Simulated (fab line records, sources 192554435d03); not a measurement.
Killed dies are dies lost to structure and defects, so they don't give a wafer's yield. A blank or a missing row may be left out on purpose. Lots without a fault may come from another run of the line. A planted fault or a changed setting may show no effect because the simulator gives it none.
Problem report in the 8D (eight disciplines) form, filled by code | flow n5_finfet | the parts of the form that need people (team, actions taken, sign-off) are left out

1. THE PROBLEM
rf_fwd_power_W at N5_BEOL_M7_ETCH_62 reads a mean of 1038.9 W on 5 wafers of 3 lots; wafers without a fault read 836.6 W with a standard deviation of 2.7. That is +75 standard deviations from the usual mean.
The step: etches SOC in N2/H2, target depth 110 nm, overetch 22 nm, time 165 s.
First seen on wafer L677.2, day 10 10:05, on rie_diel-06. The record holds 21 wafers of 7 lots with a number at this step. Rule for "out", or "out of limits": more than 4 standard deviations from the usual mean. The other wafers with a number count as sound.

2. WHAT IT IS AND WHAT IT IS NOT
question                    | is                                     | is not
which readings at this step | rf_fwd_power_W, rf_vpp_V               | drypump_motor_current_A, h2_flow_sccm, n2_flow_sccm, oes_product_au, showerhead_plenum_p_Torr, throttle_valve_pct
which lots                  | L677, L679, L681                       | L670, L672, L678, L691
which wafers of those lots  | L677.2, L677.5, L679.3, L679.6, L681.5 | L677.4, L679.2, L681.1, L681.6
read on which tools         | rie_diel-06                            | rie_diel-01, rie_diel-03
when                        | from day 10 10:05                      | up to then (7 sound wafers); but 9 sound wafers of L678, L679, L681, L691 came after

3. SUSPECTS, AND WHAT RULES EACH OUT
Counting: a tool at a process step up to the reading stays a suspect if it ran every lot that is out. Sound lots after the first of them don't rule it out here, since some wafers of a struck lot are sound.
- rie_diel-06 at N5_BEOL_M7_DESCUM_16 (chemistry O2, time 7.9 s): kept. It ran every lot that is out, first L677 (day 10 10:00); its last sound lot up to then is L670 (day 9 07:04).
- rie_diel-06 at N5_BEOL_M7_ETCH_61 (etches SiARC in CF4, target depth 45.5 nm, time 75.8 s): kept. It ran every lot that is out, first L677 (day 10 10:02); its last sound lot up to then is L670 (day 9 07:05).
- rie_diel-06 at N5_BEOL_M7_ETCH_62 (etches SOC in N2/H2, target depth 110 nm, overetch 22 nm, time 165 s): kept. It ran every lot that is out, first L677 (day 10 10:05); its last sound lot up to then is L670 (day 9 07:09). Its own readings are out on those wafers: rf_fwd_power_W, rf_vpp_V.
- Within rie_diel-06 at N5_BEOL_M7_DESCUM_16: the wafers that are out ran in chamber 0; their sound lot-mates ran in chambers 1, 2, 3.
- Within rie_diel-06 at N5_BEOL_M7_ETCH_61: the wafers that are out ran in chamber 0; their sound lot-mates ran in chambers 1, 2, 3.
- Within rie_diel-06 at N5_BEOL_M7_ETCH_62: the wafers that are out ran in chamber 0; their sound lot-mates ran in chambers 1, 2, 3.
Left after counting: rie_diel-06 at N5_BEOL_M7_DESCUM_16, rie_diel-06 at N5_BEOL_M7_ETCH_61, rie_diel-06 at N5_BEOL_M7_ETCH_62.

4. THE CAUSE (what the simulator had put in)
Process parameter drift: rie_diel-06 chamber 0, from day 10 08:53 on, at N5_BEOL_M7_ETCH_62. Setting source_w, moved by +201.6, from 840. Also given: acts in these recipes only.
Counting left 3 suspects, and this tool is among them.

5. THE CHAIN OF EFFECTS, in route order
Each row: a reading whose mean over the struck wafers that have a number lies more than 3 standard deviations from the usual. Only readings for which the record gives a usual standard deviation are gone through. hours: the time from each lot's start at the first step in this table that gives one to its start at this step, as a median over the lots. sigmas: the change in usual standard deviations.
hours | step               | reading        | usual   | on struck wafers | change | sigmas
0     | N5_BEOL_M7_ETCH_62 | rf_fwd_power_W | 836.6 W | 1038.9           | +202.3 | +75
0     | N5_BEOL_M7_ETCH_62 | rf_vpp_V       | 525.1 V | 491.8            | -33.3  | -13
The process steps in it:
- N5_BEOL_M7_ETCH_62: etches SOC in N2/H2, target depth 110 nm, overetch 22 nm, time 165 s.

6. WHAT WOULD HAVE CAUGHT IT SOONER
In this record the first reading out of limits was taken at day 10 10:05, 1 hour after the fault began at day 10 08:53.
